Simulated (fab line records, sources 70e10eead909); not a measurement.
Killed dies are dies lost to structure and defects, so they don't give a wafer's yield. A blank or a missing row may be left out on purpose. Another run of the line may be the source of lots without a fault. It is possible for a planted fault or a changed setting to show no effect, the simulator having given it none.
Chamber matching :: flow nandHarc :: rieDiel-08 running NHARC_P_GATE_STRIP_101: 4 sister chambers
The step strips in O2, time 20 s. 18 wafers are shown with their chamber, then 9 later ones without.

== WAFERS, EACH WITH ITS CHAMBER ==
wafer: L111.1
chamber: 0
showerheadPlenumPTorr (Torr): 3.52
drypumpMotorCurrentA (A): 5.8
oesProductAu (a.u.): 0.992

wafer: L111.3
chamber: 1
showerheadPlenumPTorr (Torr): 3.72
drypumpMotorCurrentA (A): 6.5
oesProductAu (a.u.): 1.017

wafer: L111.4
chamber: 3
showerheadPlenumPTorr (Torr): 3.54
drypumpMotorCurrentA (A): 5.6
oesProductAu (a.u.): 1.003

wafer: L112.1
chamber: 0
showerheadPlenumPTorr (Torr): 3.51
drypumpMotorCurrentA (A): 5.8
oesProductAu (a.u.): 1.002

wafer: L112.2
chamber: 2
showerheadPlenumPTorr (Torr): 3.32
drypumpMotorCurrentA (A): 5.8
oesProductAu (a.u.): 1.005

wafer: L112.3
chamber: 1
showerheadPlenumPTorr (Torr): 3.72
drypumpMotorCurrentA (A): 6.5
oesProductAu (a.u.): 1.012

wafer: L114.3
chamber: 3
showerheadPlenumPTorr (Torr): 3.54
drypumpMotorCurrentA (A): 5.6
oesProductAu (a.u.): 1.003

wafer: L114.4
chamber: 1
showerheadPlenumPTorr (Torr): 3.72
drypumpMotorCurrentA (A): 6.5
oesProductAu (a.u.): 1.021

wafer: L114.6
chamber: 3
showerheadPlenumPTorr (Torr): 3.54
drypumpMotorCurrentA (A): 5.6
oesProductAu (a.u.): 1.008

wafer: L116.1
chamber: 1
showerheadPlenumPTorr (Torr): 3.72
drypumpMotorCurrentA (A): 6.5
oesProductAu (a.u.): 1.023

wafer: L116.3
chamber: 3
showerheadPlenumPTorr (Torr): 3.54
drypumpMotorCurrentA (A): 5.6
oesProductAu (a.u.): 1.003

wafer: L116.5
chamber: 1
showerheadPlenumPTorr (Torr): 3.72
drypumpMotorCurrentA (A): 6.5
oesProductAu (a.u.): 1.013

wafer: L119.2
chamber: 0
showerheadPlenumPTorr (Torr): 3.51
drypumpMotorCurrentA (A): 5.7
oesProductAu (a.u.): 0.991

wafer: L119.3
chamber: 2
showerheadPlenumPTorr (Torr): 3.31
drypumpMotorCurrentA (A): 5.8
oesProductAu (a.u.): 1.004

wafer: L119.4
chamber: 1
showerheadPlenumPTorr (Torr): 3.72
drypumpMotorCurrentA (A): 6.5
oesProductAu (a.u.): 1.007

wafer: L120.3
chamber: 0
showerheadPlenumPTorr (Torr): 3.51
drypumpMotorCurrentA (A): 5.8
oesProductAu (a.u.): 0.987

wafer: L120.4
chamber: 1
showerheadPlenumPTorr (Torr): 3.72
drypumpMotorCurrentA (A): 6.5
oesProductAu (a.u.): 0.991

wafer: L120.5
chamber: 1
showerheadPlenumPTorr (Torr): 3.72
drypumpMotorCurrentA (A): 6.5
oesProductAu (a.u.): 1.004

SIGNATURES (means of the wafers above)
reading: showerheadPlenumPTorr
chamber 0: 3.5125
chamber 1: 3.7200
chamber 2: 3.3150
chamber 3: 3.5400
scatter within a chamber: 0.00299

reading: drypumpMotorCurrentA
chamber 0: 5.775
chamber 1: 6.500
chamber 2: 5.800
chamber 3: 5.600
scatter within a chamber: 0.0231

reading: oesProductAu
chamber 0: 0.99300
chamber 1: 1.01100
chamber 2: 1.00450
chamber 3: 1.00425
scatter within a chamber: 0.00798
Rule: distance of a wafer from a chamber = root of the sum over the readings of ((wafer's reading minus chamber's mean) / reading's scatter) squared. The wafer belongs to the nearest chamber; if the next one is less than 2 further off, it can't be placed. The scatter: take each reading less its chamber's mean, square it, sum over the shown wafers, divide by the number of wafers less the number of chambers, and take the root.

== WAFERS WHOSE CHAMBER IS MISSING ==
wafer: L122.1
showerheadPlenumPTorr (Torr): 3.51
drypumpMotorCurrentA (A): 5.8
oesProductAu (a.u.): 0.996

wafer: L122.2
showerheadPlenumPTorr (Torr): 3.53
drypumpMotorCurrentA (A): 5.6
oesProductAu (a.u.): 1.007

wafer: L122.3
showerheadPlenumPTorr (Torr): 3.31
drypumpMotorCurrentA (A): 5.8
oesProductAu (a.u.): 0.999

wafer: L123.3
showerheadPlenumPTorr (Torr): 3.72
drypumpMotorCurrentA (A): 6.5
oesProductAu (a.u.): 1.010

wafer: L123.4
showerheadPlenumPTorr (Torr): 3.31
drypumpMotorCurrentA (A): 5.8
oesProductAu (a.u.): 1.002

wafer: L123.5
showerheadPlenumPTorr (Torr): 3.53
drypumpMotorCurrentA (A): 5.6
oesProductAu (a.u.): 1.007

wafer: L124.3
showerheadPlenumPTorr (Torr): 3.31
drypumpMotorCurrentA (A): 5.8
oesProductAu (a.u.): 1.010

wafer: L124.4
showerheadPlenumPTorr (Torr): 3.31
drypumpMotorCurrentA (A): 5.8
oesProductAu (a.u.): 0.991

wafer: L124.6
showerheadPlenumPTorr (Torr): 3.53
drypumpMotorCurrentA (A): 5.6
oesProductAu (a.u.): 1.007

== CHAMBER TAKEN BY EACH ==
wafer: L122.1
from the rows above: 0
in truth: 0

wafer: L122.2
from the rows above: 3
in truth: 3

wafer: L122.3
from the rows above: 2
in truth: 2

wafer: L123.3
from the rows above: 1
in truth: 1

wafer: L123.4
from the rows above: 2
in truth: 2

wafer: L123.5
from the rows above: 3
in truth: 3

wafer: L124.3
from the rows above: 2
in truth: 2

wafer: L124.4
from the rows above: 2
in truth: 2

wafer: L124.6
from the rows above: 3
in truth: 3
Correctly placed: 9 of 9. Not placeable from these rows: 0. 0 placed wrongly.
